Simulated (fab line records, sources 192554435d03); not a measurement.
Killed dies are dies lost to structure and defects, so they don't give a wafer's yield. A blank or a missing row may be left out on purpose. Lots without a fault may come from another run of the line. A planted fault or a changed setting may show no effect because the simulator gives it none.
fab line records | flow n5_finfet
record lots=6 wafers=17 last_day=17
route steps=1938 shown FIN_SAQP@117 BEOL_M4@1111 PASSIVATION@1936
lots that met no fault: from a run of the same line without faults
start_h: hours from the record's first day to the start of the lot's first wafer shown | wait_h: hours since the lot's step before | " the same as in the row above | L1.1+2: a row that stands for several wafers | - no value, or no start given | * or withheld: withheld | < > ~ a bound
route shown NAME@n: a module of which the file shows steps, and the number in the route of the first | usual: mean/standard deviation of fault-free wafers | same: alike in all rows | chamber/n: place in a boat | sites: the reading at each site | _std_site: their standard deviation | _edge_site: outer sites' mean less inner sites' | radius_mm: how far each site lies from the wafer's centre | mask NAME#n: copy n | behind: the tool/chamber that last shaped the wafer | hold: why the lot was held/for how many hours/how that ended | device: the transistor (n, p or np) that didn't switch | end of line: the same wafers' tests at the end of the route | a step without rows: its recipe alone | killed: dies lost to structure and defects at the first sort, not the wafer's yield | map: a wafer's dies, x killed, . not, _ none there
set.NAME: the setting as run; set.NAME@STEP: as run at that earlier step | model.NAME: the simulator's own value behind a step, which no gauge read
lots at some steps of the route; a table a step, a row a wafer
services: from which hour (start_h, from the record's first day; less than 0 if before it) a tool's chamber was out of use, for how many hours, and why
## steps
# step N5_FIN_SAQP_STRIP_53
# recipe chemistry=N2/H2 temp_c=40 n2_flow_sccm=200 h2_flow_sccm=200 rf_frequency_hz=6e+07
# step N5_FIN_SAQP_HM_OPEN_73
# recipe chemistry=CHF3/O2 target=SiO2 stop_on=a-Si target_depth_a=120 over_etch_frac=1.8 mask_material=SOC time_s=16.8 pressure_mtorr=30 source_w=650 bias_w=170 Ar_flow_sccm=200 CHF3_flow_sccm=50 O2_flow_sccm=5 ion_energy_ev=200 ends=end_point
# step N5_FIN_SAQP_STRIP_74
# recipe chemistry=CHF3/O2 resist=SiARC rf_frequency_hz=6e+07
# step N5_FIN_SAQP_MANDREL_ETCH_22
# recipe target_depth_a=600 chemistry=HBr/Cl2 target=a-Si stop_on=SiNx bt_time_s=10 over_etch_frac=0.5 time_s=30 pressure_mtorr=10 icp_w=800 bias_w=75 HBr_flow_sccm=150 Cl2_flow_sccm=80 ends=end_point
# usual HBr_flow_sccm=150.0/0.43 chamber_pressure_mTorr=10.001/0.011 drypump_motor_current_A=5.9/0.41 oes_product_au=0.767/0.015 throttle_valve_pct=35.46/0.21
# columns lot.wafer tool chamber start_h wait_h HBr_flow_sccm chamber_pressure_mTorr drypump_motor_current_A oes_product_au rf_hours_counter_h throttle_valve_pct
L966.1 rie_si-05 0 28.70 0.0 149.5 9.995 5.7 0.765 103 35.45
L966.3 " 1 " " 149.6 9.993 6.3 0.776 14 35.61
L966.5 " 2 " " 149.6 9.996 5.9 0.789 - 35.45
L969.3 rie_si-02 0 46.54 0.0 150.3 9.984 6.1 0.775 50 35.51
L969.4 " 3 " " 150.0 10.007 5.1 0.775 17 35.53
L969.6 " 1 " " 149.7 10.018 5.4 0.772 - 35.39
L975.1 rie_si-05 1 82.84 0.0 149.8 10.000 6.3 0.767 15 35.64
L975.5 " 0 " " 150.2 10.010 5.7 0.768 - 35.44
L979.2 rie_si-04 1 108.23 0.0 149.5 10.000 5.6 0.749 27 35.19
L979.3 " 2 " " 149.3 10.008 5.8 0.790 195 35.09
L979.4 " 0 " " 150.3 9.993 6.1 0.750 96 35.76
L985.1 rie_si-02 1 142.15 0.0 150.0 9.984 5.4 0.777 87 35.41
L985.5 " 1 " " 149.7 10.008 5.5 0.768 - 35.40
L985.6 " 0 " " 149.7 9.991 6.1 0.788 - 35.48
L986.1 rie_si-04 1 149.89 0.0 149.6 9.991 5.5 0.763 27 35.16
L986.2 " 3 " " 150.5 10.007 5.7 0.768 54 35.43
L986.4 " 1 " " 150.1 9.998 5.5 0.753 - 35.17
# step N5_FIN_SAQP_STRIP_55
# recipe chemistry=N2/H2 power_w=500 temp_c=40 pressure_mtorr=50 rf_frequency_hz=6e+07 overash_fraction=0.3 bias_power_w=28 h2_frac=0.5 n2_flow_sccm=300 h2_flow_sccm=300
# usual bias_power_w=27.99/0.078 chamber_pressure_mTorr=50.00/0.077 drypump_motor_current_A=5.8/0.36 oes_product_au=0.80/0.11 rf_vpp_V=122.0/1.4 showerhead_plenum_p_Torr=3.40/0.11 throttle_valve_pct=19.0/0.34
# columns lot.wafer tool chamber start_h wait_h bias_power_w chamber_pressure_mTorr drypump_motor_current_A oes_product_au rf_hours_counter_h rf_vpp_V showerhead_plenum_p_Torr throttle_valve_pct
L966.1 rie_diel-01 1 28.80 0.1 27.99 49.98 6.1 0.73 200 121.3 3.33 19.3
L966.3 " 3 " " 27.90 50.04 5.3 0.70 228 122.1 3.16 19.3
L966.5 " 3 " " 27.98 50.03 5.4 0.70 - 121.4 3.16 19.3
L969.3 rie_diel-02 3 46.64 0.1 27.94 50.10 5.5 0.71 231 122.5 3.46 19.2
L969.4 " 3 " " 27.94 49.93 5.5 0.71 - 124.4 3.46 19.2
L969.6 " 1 " " 27.90 50.09 5.6 0.77 - 121.8 3.46 18.6
L975.1 rie_diel-01 1 82.94 0.1 28.00 49.96 6.1 0.71 222 121.1 3.32 19.4
L975.5 " 3 " " 28.03 50.15 5.3 0.68 - 120.6 3.15 19.3
L979.2 rie_diel-01 1 108.47 0.2 28.09 50.05 6.1 0.70 227 121.7 3.32 19.4
L979.3 " 0 " " 28.01 50.11 6.1 0.90 23 122.7 3.57 18.8
L979.4 " 2 " " 27.95 50.02 5.9 0.71 204 124.7 3.45 18.7
L985.1 rie_diel-06 3 142.33 0.1 28.08 49.94 5.4 0.69 191 120.0 3.32 19.3
L985.5 " 0 " " 27.99 49.97 6.2 0.94 - 119.4 3.29 19.6
L985.6 " 3 " " 28.00 49.91 5.4 0.69 - 123.8 3.32 19.3
L986.1 rie_diel-06 3 150.19 0.3 28.06 49.94 5.4 0.69 194 122.2 3.32 19.3
L986.2 " 1 " " 28.10 50.11 6.5 0.96 6 122.1 3.43 18.8
L986.4 " 2 " " 27.92 50.01 5.7 0.90 32 120.5 3.30 19.3
# step N5_FIN_SAQP_STRIP_23
# recipe chemistry=SPM time_s=750 temp_c=130 h2so4_h2o2_vol_ratio=4
# step N5_FIN_SAQP_SRD_66
# recipe dry=ipa_marangoni time_s=30 temp_c=23 rinse_liquid=diw
# step N5_FIN_SAQP_RECESS_75
# recipe chemistry=HF/NH3 target=SiO2 target_depth_a=144 afs_cycles=3 temp_c=30 sublimation_temp_c=180 sublimation_time_s=60
# usual drypump_motor_current_A=5.65/0.21
# same sublimation_time_s=60
# columns lot.wafer tool chamber start_h wait_h drypump_motor_current_A
L966.1 vapor_etch-01 1 29.17 0.1 5.89
L966.3 " 1 " " 5.92
L966.5 " 0 " " 5.60
L969.3 vapor_etch-02 1 47.08 0.1 5.38
L969.4 " 0 " " 5.40
L969.6 " 1 " " 5.38
L975.1 vapor_etch-01 0 83.26 0.0 5.61
L975.5 " 1 " " 5.91
L979.2 vapor_etch-02 0 108.79 0.0 5.37
L979.3 " 0 " " 5.42
L979.4 " 1 " " 5.37
L985.1 vapor_etch-02 1 142.68 0.0 5.38
L985.5 " 1 " " 5.37
L985.6 " 0 " " 5.40
L986.1 vapor_etch-01 0 150.52 0.0 5.64
L986.2 " 1 " " 5.90
L986.4 " 1 " " 5.91
# step N5_FIN_SAQP_SPACER1_ALD_24
# recipe material=SiO2 target_thk_a=203 temp_c=300 ald_precursor_family=BDEAS ald_co_reactant=O2-plasma pulse_time_s=1 purge_time_s=2 co_reactant_purge_time_s=2 ald_cycles=218 pressure_torr=2
# usual heater_power_w=493/41 precursor_pulse_height_rel=0.998/0.019
# columns lot.wafer tool chamber start_h wait_h heater_power_w precursor_pulse_height_rel
L966.1 ald_sin-04 3 29.60 0.3 473 1.000
L966.3 " 0 " " 512 0.997
L966.5 " 2 " " 481 1.008
L969.3 ald_sin-04 2 47.35 0.1 477 1.020
L969.4 " 3 " " 468 1.008
L969.6 " 3 " " 486 0.992
L975.1 ald_sin-03 2 83.65 0.3 502 0.986
L975.5 " 0 " " 511 1.014
L979.2 ald_sin-01 1 109.18 0.3 392 1.006
L979.3 " 0 " " 442 0.962
L979.4 " 2 " " 562 0.979
L985.1 ald_sin-04 2 143.10 0.3 470 1.003
L985.5 " 0 " " 530 0.987
L985.6 " 3 " " 469 0.998
L986.1 ald_sin-04 1 150.90 0.3 455 1.000
L986.2 " 3 " " 476 0.992
L986.4 " 0 " " 514 0.984
# step N5_FIN_SAQP_SPACER1_ETCHBACK_25
# recipe chemistry=CHF3/O2 mode=anisotropic_etchback target=SiO2 target_depth_a=244 time_s=12.2 pressure_mtorr=30 source_w=650 bias_w=170 Ar_flow_sccm=200 CHF3_flow_sccm=50 O2_flow_sccm=5 ion_energy_ev=200
# step N5_FIN_SAQP_MANDREL1_REMOVE_56
# recipe chemistry=HBr/Cl2/O2 bt_time_s=10 target=a-Si stop_on=SiNx endpoint=OES-SiCl over_etch_frac=1 icp_w=600 bias_w=22 HBr_flow_sccm=150 Cl2_flow_sccm=80 O2_flow_sccm=5 pressure_mtorr=10
# step N5_FIN_SAQP_CD_MEAS_27
# recipe target_cd_nm=20 landing_energy_ev=1000 detector=se_inlens polarity=line
# usual cd_nm=20.37/0.29
# columns lot.wafer tool chamber start_h wait_h cd_nm
L966.1 cd_sem-02 0 30.52 0.1 20.29
L966.3 " 0 " " 19.83
L966.5 " 0 " " 20.32
L969.3 cd_sem-03 0 48.27 0.1 19.90
L969.4 " 0 " " 20.23
L969.6 " 0 " " 20.08
L975.1 cd_sem-01 0 84.62 0.1 20.84
L975.5 " 0 " " 20.01
L979.2 cd_sem-01 0 110.17 0.1 20.49
L979.3 " 0 " " 20.25
L979.4 " 0 " " 20.09
L985.1 cd_sem-03 0 144.02 0.1 20.42
L985.5 " 0 " " 20.16
L985.6 " 0 " " 20.43
L986.1 cd_sem-03 0 151.82 0.1 21.02
L986.2 " 0 " " 20.60
L986.4 " 0 " " 20.45
# step N5_FIN_SAQP_ETCH_57
# recipe chemistry=CH3F/O2 target=SiNx mask_material=SiO2 target_depth_a=325 time_s=46.4 pressure_mtorr=30 source_w=395 bias_w=73 Ar_flow_sccm=150 CH3F_flow_sccm=30 O2_flow_sccm=20 ion_energy_ev=120 ends=cleared
# usual chamber_pressure_mTorr=29.998/0.026 drypump_motor_current_A=5.8/0.36 etch_rf_on_time_s=46.3/0.94 oes_product_au=0.68/0.096 rf_vpp_V=302/4.7 showerhead_plenum_p_Torr=2.03/0.048 throttle_valve_pct=16.4/0.33
# columns lot.wafer tool chamber start_h wait_h chamber_pressure_mTorr drypump_motor_current_A etch_rf_on_time_s oes_product_au rf_hours_counter_h rf_vpp_V showerhead_plenum_p_Torr throttle_valve_pct
L966.1 rie_diel-06 3 30.57 0.0 30.042 5.4 45.7 0.63 141 303 2.00 16.5
L966.3 " 1 " " 30.002 6.5 47.2 0.59 212 304 2.06 16.8
L966.5 " 1 " " 29.959 6.6 47.2 0.59 - 303 2.06 16.8
L969.3 rie_diel-06 2 48.31 0.0 29.994 5.7 46.7 0.57 242 299 1.97 16.5
L969.4 " 3 " " 30.010 5.4 48.4 0.62 148 305 2.00 16.5
L969.6 " 3 " " 29.978 5.4 47.9 0.62 - 304 2.00 16.5
L975.1 rie_diel-06 1 84.71 0.1 29.972 6.5 46.0 0.58 233 305 2.05 16.8
L975.5 " 3 " " 30.005 5.4 31.2 0.79 - 304 1.99 16.6
L979.2 rie_diel-06 2 110.73 0.6 29.942 5.7 30.0 1.03 16 301 1.96 16.1
L979.3 " 3 " " 29.950 5.4 46.8 0.60 178 303 1.99 16.6
L979.4 " 3 " " 29.967 5.4 47.8 0.60 - 305 1.99 16.6
L985.1 rie_diel-02 0 144.06 0.0 29.982 6.0 46.1 0.74 46 300 2.03 16.1
L985.5 " 3 " " 30.029 5.5 47.1 0.78 - 296 2.06 15.9
L985.6 " 2 " " 29.961 6.2 45.4 0.78 - 310 2.03 15.9
L986.1 rie_diel-02 0 151.87 0.0 29.998 6.0 46.0 0.74 49 301 2.03 16.1
L986.2 " 2 " " 29.968 6.2 45.2 0.77 37 312 2.03 15.9
L986.4 " 3 " " 30.011 5.5 46.6 0.78 9 295 2.06 15.9
# step N5_FIN_SAQP_ETCH_65
# recipe chemistry=CF4 target=SiO2 target_depth_a=40 ion_energy_ev=350 time_s=4.4 pressure_mtorr=10 icp_w=800 bias_w=400 cf4_flow_sccm=80
# usual chamber_pressure_mTorr=10.000/0.0091 drypump_motor_current_A=5.9/0.45 oes_product_au=0.999/0.021 throttle_valve_pct=21.89/0.19
# columns lot.wafer tool chamber start_h wait_h chamber_pressure_mTorr drypump_motor_current_A oes_product_au rf_hours_counter_h throttle_valve_pct
L966.1 rie_si-05 3 30.68 0.1 10.004 6.8 0.969 104 22.18
L966.3 " 2 " " 9.988 5.9 1.002 7 22.10
L966.5 " 3 " " 9.999 6.8 0.956 - 22.17
L969.3 rie_si-04 1 48.42 0.1 9.998 5.5 0.972 26 21.84
L969.4 " 0 " " 10.008 6.1 0.976 94 21.85
L969.6 " 3 " " 10.002 5.7 1.008 - 21.92
L975.1 rie_si-05 3 84.82 0.1 9.988 6.7 0.964 106 22.19
L975.5 " 0 " " 9.998 5.7 0.986 - 21.71
L979.2 rie_si-04 3 110.84 0.1 10.006 5.7 1.007 53 21.92
L979.3 " 0 " " 10.003 6.1 0.986 96 21.84
L979.4 " 2 " " 9.998 5.8 1.022 195 21.67
L985.1 rie_si-04 3 144.17 0.1 10.002 5.6 1.011 54 21.92
L985.5 " 1 " " 10.000 5.5 0.983 - 21.82
L985.6 " 2 " " 9.990 5.8 1.014 - 21.68
L986.1 rie_si-02 2 151.98 0.1 9.993 5.7 1.029 190 21.50
L986.2 " 3 " " 9.991 5.1 1.010 19 21.84
L986.4 " 0 " " 10.010 6.1 1.008 51 21.88
# step N5_BEOL_M4_RC_MEAS_101
# usual DIBL_N=36.9/1.7 DIBL_P=37.3/2.3 IOFF_N=0.16/0.033 IOFF_P=0.22/0.04 ION_N=673/12 ION_P=463/8 SS_N=71.6/0.58 SS_P=73.4/0.74 VT_N=250/3.2 VT_P=-250/3.4
# columns lot.wafer tool chamber start_h wait_h DIBL_N[mV/V] DIBL_P[mV/V] IOFF_N[nA/um] IOFF_P[nA/um] ION_N[uA/um] ION_P[uA/um] SS_N[mV/dec] SS_P[mV/dec] VT_N[mV] VT_P[mV]
L966.1 prober-02 0 181.15 0.0 35.2 36.7 0.13 0.17 658 448 71.7 73.2 251 -257
L966.3 " 0 " " 39.1 41.6 0.21 0.24 682 456 72.5 74.6 248 -252
L966.5 " 0 " " 35.2 37.8 0.15 0.19 666 454 72.4 74.1 249 -252
L969.3 prober-01 0 194.39 0.3 38.2 37.0 0.18 0.21 661 454 71.8 72.5 250 -253
L969.4 " 0 " " 38.1 36.8 0.17 0.21 685 463 72.0 73.0 248 -250
L969.6 " 0 " " 39.0 38.8 0.20 0.26 692 469 72.7 74.0 247 -249
L975.1 prober-02 0 225.44 0.0 38.9 38.5 0.18 0.27 675 470 72.4 74.2 253 -245
L975.5 " 0 " " 39.2 41.3 0.21 0.34 680 475 72.0 73.9 247 -241
L979.2 prober-02 0 255.07 0.2 36.3 35.5 0.14 0.21 684 471 71.3 73.1 250 -251
L979.3 " 0 " " 37.2 36.3 0.17 0.23 685 469 71.6 73.2 247 -248
L979.4 " 0 " " 39.6 40.3 0.22 0.31 704 488 72.5 74.1 245 -246
L985.1 prober-02 0 304.51 0.0 34.9 34.4 0.13 0.18 676 463 70.8 73.1 253 -254
L985.5 " 0 " " 33.5 33.3 0.11 0.17 658 448 70.9 72.9 257 -256
L985.6 " 0 " " 35.0 35.6 0.16 0.20 693 471 70.9 73.1 248 -255
L986.1 prober-01 0 308.00 0.0 39.3 41.1 0.21 0.27 674 461 72.5 74.2 247 -250
L986.2 " 0 " " 39.9 40.9 0.22 0.26 680 463 73.4 74.5 247 -250
L986.4 " 0 " " 38.5 39.9 0.18 0.25 677 466 72.4 74.5 252 -249
# step N5_PASSIVATION_PROBE_49
# usual defect_limited_yield=91.2/1.3 killed_at_M0_to_M3=34/10 killed_at_M4_up=13/4.6 killed_at_contacts=13/5.5 killed_at_front_end=41/12 killed_at_other=2.8/2.4 killed_dies=104/16 killed_open=67/12 killed_short=33/7.2 sort_bin_4_leakage=0.00/0.012 sort_bin_5_function=5.1/0.86 sort_bin_6_memory=3.3/0.62 sort_n_pass=1076/16 sort_yield_pct=91.2/1.3
# same gross_dies=1180 killed_at_back_side=0 sort_bin_8_speed[%]=0
# columns lot.wafer tool chamber start_h wait_h defect_limited_yield[%] killed_at_M0_to_M3 killed_at_M4_up killed_at_contacts killed_at_front_end killed_at_other killed_dies killed_open killed_short sort_bin_4_leakage[%] sort_bin_5_function[%] sort_bin_6_memory[%] sort_n_pass sort_yield_pct[%]
L966.1 prober-02 - 293.92 0.0 92.5 25 11 6 43 4 89 62 26 0 4.7 2.8 1091 92.5
L966.3 prober-02 - 294.02 0.1 91.4 32 11 12 41 5 101 66 34 0 4.2 4.2 1079 91.4
L966.5 prober-02 - 294.12 0.2 90.8 14 11 16 66 2 109 82 25 0 5.9 3.2 1071 90.8
L975.1 prober-02 - 335.61 0.0 90.4 37 17 25 31 3 113 80 32 0 5.1 4.2 1067 90.4
L979.2 prober-02 - 359.04 0.1 92.5 32 11 15 30 1 89 54 32 0 3.9 3.1 1091 92.5
L979.3 prober-02 - 359.09 0.1 86.7 46 23 14 72 2 157 90 53 0 7.6 4.1 1023 86.7
L979.4 prober-02 - 359.14 0.2 89.2 32 17 4 72 2 127 75 48 0 5.5 4.7 1053 89.2
L986.1 prober-02 - 402.11 0.0 91.9 35 16 9 32 3 95 56 34 0 4.8 2.7 1085 91.9
L986.2 prober-02 - 402.16 0.1 91.8 38 12 8 36 3 97 52 37 0 4.9 2.9 1083 91.8
L986.4 prober-02 - 402.26 0.2 90.4 41 6 17 45 4 113 75 33 0 4.7 4.7 1067 90.4
L985.1 prober-01 - 407.30 0.0 93.1 23 14 7 33 5 82 51 24 0 4.3 2.5 1098 93.1
L985.5 prober-01 - 407.50 0.2 92.1 20 12 18 42 1 93 65 24 0 4.9 2.6 1087 92.1
L985.6 prober-01 - 407.55 0.3 91.9 21 9 18 47 1 96 65 29 0 4.7 3.3 1084 91.9
# killed by level:class
L966.1 FIN_SAQP:geometric_particle:open=22 BEOL_M0_SAQP:geometric_particle:open=9 FIN_SAQP:geometric_particle:short=7 MOL_CONTACT_COAG:geometric_particle:open=6 BEOL_M5:geometric_particle:open=6 BEOL_M1:geometric_particle:short=4 BEOL_M3:geometric_particle:open=4 BEOL_M2:geometric_particle:open=3
L966.3 MOL_CONTACT_COAG:geometric_particle:open=10 FIN_SAQP:geometric_particle:open=9 BEOL_M3:geometric_particle:open=7 FIN_SAQP:geometric_particle:short=6 BEOL_M0_SAQP:geometric_particle:open=6 BEOL_M2:geometric_particle:open=5 STARTING-WAFER:geometric_particle:open=4 STI_FIN_REVEAL:geometric_particle:open=4
L966.5 FIN_SAQP:geometric_particle:open=28 MOL_CONTACT_COAG:geometric_particle:open=15 FIN_SAQP:geometric_particle:short=11 BEOL_M4:geometric_particle:open=8 DUMMY_GATE:geometric_particle:open=7 GATE_CUT:geometric_particle:short=4 GATE_CUT:geometric_particle:open=4 STARTING-WAFER:geometric_particle:open=3
L975.1 MOL_CONTACT_COAG:geometric_particle:open=19 BEOL_M1:geometric_particle:open=14 BEOL_M0_SAQP:geometric_particle:open=7 MOL_CONTACT_COAG:geometric_particle:short=6 STARTING-WAFER:geometric_particle:open=6 STI_FIN_REVEAL:geometric_particle:open=5 BEOL_M4:geometric_particle:open=5 BEOL_M5:geometric_particle:open=5
L979.2 MOL_CONTACT_COAG:geometric_particle:open=12 GATE_CUT:geometric_particle:short=8 BEOL_M0_SAQP:geometric_particle:open=7 GATE_CUT:geometric_particle:open=6 BEOL_M1:geometric_particle:open=6 BEOL_M0_SAQP:geometric_particle:short=5 BEOL_M2:geometric_particle:open=4 MOL_CONTACT_COAG:geometric_particle:short=3
L979.3 STI_FIN_REVEAL:geometric_particle:open=25 BEOL_M0_SAQP:geometric_particle:short=18 MOL_CONTACT_COAG:geometric_particle:open=11 HKMG_FIN:area_etch=9 GATE_CUT:geometric_particle:short=8 BEOL_M3:geometric_particle:open=8 BEOL_M0_SAQP:geometric_particle:open=7 BEOL_M1:geometric_particle:open=7
L979.4 STI_FIN_REVEAL:geometric_particle:open=15 FIN_SAQP:geometric_particle:short=14 BEOL_M0_SAQP:geometric_particle:short=10 BEOL_M2:geometric_particle:open=8 BEOL_M5:geometric_particle:open=7 FIN_SAQP:geometric_particle:open=6 STI_FIN_REVEAL:geometric_particle:short=6 DUMMY_GATE:geometric_particle:open=6
L986.1 BEOL_M0_SAQP:geometric_particle:short=8 BEOL_M2:geometric_particle:open=8 BEOL_M0_SAQP:geometric_particle:open=6 MOL_CONTACT_COAG:geometric_particle:open=6 FIN_SAQP:geometric_particle:short=5 BEOL_M4:geometric_particle:short=5 STI_FIN_REVEAL:geometric_particle:open=4 BEOL_M3:geometric_particle:open=4
L986.2 BEOL_M0_SAQP:geometric_particle:short=9 FIN_SAQP:geometric_particle:open=8 FIN_SAQP:geometric_particle:short=8 BEOL_M2:geometric_particle:open=7 MOL_CONTACT_COAG:geometric_particle:open=6 BEOL_M0_SAQP:geometric_particle:open=6 ILD0:geometric_particle:short=5 BEOL_M1:geometric_particle:open=4
L986.4 FIN_SAQP:geometric_particle:open=21 MOL_CONTACT_COAG:geometric_particle:open=14 BEOL_M0_SAQP:geometric_particle:short=9 FIN_SAQP:geometric_particle:short=7 STI_FIN_REVEAL:geometric_particle:open=7 BEOL_M0_SAQP:geometric_particle:open=6 BEOL_M2:geometric_particle:open=6 BEOL_M3:geometric_particle:open=5
L985.1 FIN_SAQP:geometric_particle:open=7 STI_FIN_REVEAL:geometric_particle:open=7 BEOL_M0_SAQP:geometric_particle:open=6 FIN_SAQP:geometric_particle:short=5 MOL_CONTACT_COAG:geometric_particle:open=5 BEOL_M1:geometric_particle:open=5 BEOL_M4:geometric_particle:open=3 STARTING-WAFER:geometric_particle:open=3
L985.5 STI_FIN_REVEAL:geometric_particle:open=18 MOL_CONTACT_COAG:geometric_particle:open=16 FIN_SAQP:geometric_particle:short=8 BEOL_M4:geometric_particle:open=6 BEOL_M1:geometric_particle:open=5 DUMMY_GATE:geometric_particle:open=4 BEOL_M0:geometric_particle:open=4 DUMMY_GATE:geometric_particle:short=2
L985.6 STI_FIN_REVEAL:geometric_particle:open=19 MOL_CONTACT_COAG:geometric_particle:open=13 STI_FIN_REVEAL:geometric_particle:short=7 DUMMY_GATE:geometric_particle:open=7 MOL_CONTACT_COAG:geometric_particle:short=5 FIN_SAQP:geometric_particle:short=4 BEOL_M1:geometric_particle:open=4 BEOL_M2:geometric_particle:open=4
## services
# columns tool chamber start_h hours kind
ald_sin-03 1 11.87 2.0 repair
rie_diel-02 0 12.88 9.9 repair
ald_sin-03 - 14.88 0.4 repair
rie_diel-01 - 18.05 1.2 repair
rie_diel-06 0 29.58 8.5 repair
rie_diel-06 - 31.87 2.8 pm
ald_sin-04 0 61.54 4.6 repair
rie_diel-06 2 67.29 - clean
rie_diel-06 2 67.29 - consumable_replace:focus_ring
rie_diel-06 2 67.29 14.4 scheduled_down
rie_diel-06 2 67.29 14.4 vent_cycle
ald_sin-01 0 70.17 24.0 repair
ald_sin-03 1 70.58 1.9 repair
rie_si-04 1 75.23 28.2 repair
rie_si-02 3 75.35 4.4 repair
rie_diel-01 - 86.10 14.6 pm
ald_sin-01 - 87.62 14.0 pm
rie_diel-06 0 89.21 9.2 repair
rie_si-02 - 102.08 2.8 pm
rie_si-02 3 109.28 2.6 repair
ald_sin-03 2 121.08 6.2 repair
ald_sin-01 - 144.75 4.3 pm
ald_sin-03 1 147.61 3.5 repair
ald_sin-03 - 151.62 0.4 repair
## key
first_sign step=N5_FIN_SAQP_ETCH_57 reading=etch_rf_on_time_s direction=down sigmas=17 usual=* struck=*
effect none on later readings
met_at N5_FIN_SAQP_ETCH_57
struck_wafers L975.5,L979.2
onset_between 48.31 84.71
fault kind=process_parameter_drift tool=rie_diel-06 chamber=- onset_h=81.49 steps=N5_FIN_SAQP_ETCH_57 channel=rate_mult offset=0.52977 shape=step end_h=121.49 scope=struck_wafers_only
